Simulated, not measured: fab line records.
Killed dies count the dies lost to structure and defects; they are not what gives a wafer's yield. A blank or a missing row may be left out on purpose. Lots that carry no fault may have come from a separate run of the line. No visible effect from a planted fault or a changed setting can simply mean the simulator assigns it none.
Comparing a struck lot with a sound one :: flow nandHarc :: 41 out of 1302 route steps
Sound: these wafers, L626.1, L626.4, L626.6. The struck wafers were L638.1, L638.2, L638.6. At the end, the cause is stated.
Order at every step that has rows: each side's tool, ch and its chambers, its first start. Under that, the readings that differ: sound wafers :: struck wafers :: difference of the means :: sigmas: that difference in standard deviations of wafers without a fault.
alike: words and numbers the same on both sides, and readings whose means are apart by under 2 such deviations; not compared: readings that were withheld, readings missing a value for some wafer, numbers with overlapping values and no deviation given by the record, and bounds like >300 which may hide the same value.
The two part at a step that has a row with sigmas, a row that says differs or no value, or rows on one side only. Numbers that have no deviation but don't overlap get no sigmas and don't part them. Lack of a reading on every wafer of one side parts them only where that side has two or more wafers.

first, 3 steps without rows for these wafers: NHARC_P_GATE_STRIP_96 (strips in SPM, time 900 s); NHARC_P_GATE_RTA_64 (time 1 s); NHARC_P_GATE_ETCH_77 (etches SiO2 in dHF, target depth 6 nm).
NHARC_P_GATE_DEGAS_109: time 60 s.
  sound on pvdSputter-02 at day 9 09:31; struck on pvdSputter-03 at day 14 07:13
  alike: heaterPowerW
then, 3 steps without rows for these wafers: NHARC_P_GATE_PRE_CLEAN_110 (time 30 s); NHARC_P_GATE_SPUTTER_78 (material Ni, target thk 10 nm); NHARC_P_GATE_SPUTTER_79 (material TiN, target thk 10 nm).
NHARC_P_GATE_RTA_80: time 30 s.
  sound on rtpAnneal-01 ch 0, day 9 09:48; struck on rtpAnneal-02 ch 0, day 14 07:31
reading: lamp_zone_7_pct (%)
sound: 2.05 2.05 2.05
struck: 2.27 2.27 2.27
difference: +0.22
sigmas: +2
  alike: lampPowerPct, wafer_temp_C_max
then, 2 steps without rows for these wafers: NHARC_P_GATE_STRIP_67 (strips in SPM, time 600 s); NHARC_P_GATE_RTA_82 (time 30 s).
NHARC_P_GATE_INSPECT_68:
  sound on defectInspect-01 at day 9 10:28; struck on defectInspect-02 at day 14 08:10
  alike: rawDefectCount
then, 1 step without rows for these wafers: NHARC_P_CONTACT_DEP_30 (deposits SiNx, target thk 30 nm).
NHARC_P_CONTACT_DEP_00: deposits SiO2, target thk 500 nm.
  sound on pecvd-01 ch 1,2, day 9 10:48; struck on pecvd-03 ch 0,2, day 14 08:31
  alike: heaterPowerW, throttleValvePct
NHARC_P_CONTACT_CMP_01: polishes SiO2, target thk 200 nm.
  sound on cmp-02 ch 1,2,3, day 9 11:14; struck on cmp-04 ch 0,1,3, day 14 08:58
reading: motorCurrentA (A)
sound: 11.5 14.2 12.8
struck: 10.0 10.6 10.7
difference: -2.4
sigmas: -2
then, 11 steps without rows for these wafers: NHARC_P_CONTACT_SRD_03; NHARC_P_CONTACT_DEHYDRATE_04 (time 120 s); NHARC_P_CONTACT_HMDS_05 (time 30 s); NHARC_P_CONTACT_COAT_33 (time 75 s); NHARC_P_CONTACT_COAT_34 (time 65 s); NHARC_P_CONTACT_COAT_06 (resist thk 90 nm); NHARC_P_CONTACT_SOFTBAKE_07 (time 55 s); NHARC_P_CONTACT_EBR_08; NHARC_P_CONTACT_EXPOSE_09 (exposes mask P CA, target cd 90 nm); NHARC_P_CONTACT_PEB_10 (peb time 65 s); NHARC_P_CONTACT_DEVELOP_11 (develop time 35 s).
NHARC_P_CONTACT_CD_MEAS_12: target cd 90 nm.
  sound on cdSem-02 ch 0, day 9 11:56; struck on cdSem-02 ch 0, day 14 09:47
  alike: cdNm
NHARC_P_CONTACT_OVL_MEAS_13:
  sound on overlay-02 at day 9 12:02; struck on overlay-02 at day 14 09:52
reading: overlayXNm (nm)
sound: -1.9 -1.9 -1.0
struck: 1.1 1.2 0.6
difference: +2.6
sigmas: +3
  alike: overlayYNm
then, 3 steps without rows for these wafers: NHARC_P_CONTACT_DESCUM_17 (chemistry O2, time 3 s); NHARC_P_CONTACT_ETCH_35 (etches the open film in CF4, target depth 39 nm, time 65 s); NHARC_P_CONTACT_ETCH_36 (etches the open film in N2/H2, target depth 260 nm, time 406.25 s).
NHARC_P_CONTACT_ETCH_18: etches the open film in C4F8/O2/Ar, target depth 481 nm, time 240.5 s.
  sound on rieDiel-04 ch 1,3; struck on rieDiel-04 ch 1,2,3
  alike: oesProductAu, rfVppV
  not compared: rfHoursCounterH
then, 2 steps without rows for these wafers: NHARC_P_CONTACT_STRIP_37 (strips in C4F8/O2/Ar); NHARC_P_CONTACT_ETCH_31 (etches the open film in CH3F/O2, target depth 30 nm, time 85.7 s).
NHARC_P_CONTACT_CD_MEAS_19:
  sound on cdSem-02 at day 9 13:01; struck on cdSem-03 at day 14 10:50
  alike: cdNm
then, 5 steps without rows for these wafers: NHARC_P_CONTACT_STRIP_28 (strips in O2); NHARC_P_CONTACT_STRIP_29 (strips in post etch residue remover, time 1200 s); NHARC_P_CONTACT_DEGAS_38 (time 60 s); NHARC_P_CONTACT_PRE_CLEAN_39 (time 19.5 s); NHARC_P_CONTACT_PVD_32 (deposits Ti, target thk 5 nm, time 17.7 s).
NHARC_P_CONTACT_ALD_22: deposits TiN, target thk 3 nm, pulse time 1 s, ald cycles 150.
  sound on aldMetal-03 ch 1,2, day 9 13:58; struck on aldMetal-04 ch 1,3, day 14 11:47
  alike: heaterPowerW, precursorPulseHeightRel
-- the record jumps here: 18 days lie between the struck wafers' starts before and after (it left off in module P_CONTACT and takes up again in module END, whose first step shown is number 1302 of the route) --
NHARC_END_SORT_01:
  only the struck wafers appear in the record here, on prober-01 ch 0 at day 32 17:49; the sound ones have no rows

== WHERE THEY PART ==
Last at NHARC_END_SORT_01 as far as this record goes, first at NHARC_P_GATE_RTA_80.

WHY: what had been put in by the simulator
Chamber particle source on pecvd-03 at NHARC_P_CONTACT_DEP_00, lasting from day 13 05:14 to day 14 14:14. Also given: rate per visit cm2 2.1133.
